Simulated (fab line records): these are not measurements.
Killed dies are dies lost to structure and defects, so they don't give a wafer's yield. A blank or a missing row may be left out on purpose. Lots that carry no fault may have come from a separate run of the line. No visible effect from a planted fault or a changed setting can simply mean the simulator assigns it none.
Chamber matching -- flow nandHarc -- rieDiel-08 running NHARC_A_STAIRCASE_DESCUM_219: 4 sister chambers
The step chemistry O2, time 3 s. 4 wafers are shown with their chamber, then 8 later ones without.

## WAFERS PAIRED WITH THEIR CHAMBERS
wafer,chamber,drypumpMotorCurrentA (A)
L834.5,3,5.8
L837.1,0,4.9
L837.5,2,6.2
L847.3,1,5.6

## WAFERS WITHOUT THEIR CHAMBER
wafer,drypumpMotorCurrentA (A)
L847.4,6.2
L847.6,5.6
L849.3,6.1
L849.5,5.8
L849.6,5.0
L851.4,5.6
L851.5,6.1
L851.6,5.7

## EACH ONE'S CHAMBER
wafer,from the rows above,in truth
L847.4,2,2
L847.6,1,1
L849.3,2,2
L849.5,3,3
L849.6,0,0
L851.4,1,1
L851.5,2,2
L851.6,can't be placed: 3 or 1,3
Correctly placed: 7 of 8. Unplaceable from these rows: 1, with the true chamber sitting among the candidates in 1. Placed wrongly: 0.
How it was worked out, from the rows above alone: a wafer's distance from a chamber is the root of the sum, over the readings, of the square of ((its reading less the chamber's mean) divided by the reading's scatter). If the next closest chamber is less than 2 further off than the closest, the wafer can't be placed; otherwise it belongs to the closest. Each chamber's mean is taken over the wafers shown for it. The scatter (one wafer shown for each chamber): square how far every hidden wafer sits from the nearest shown wafer, average those squares and take the square root.
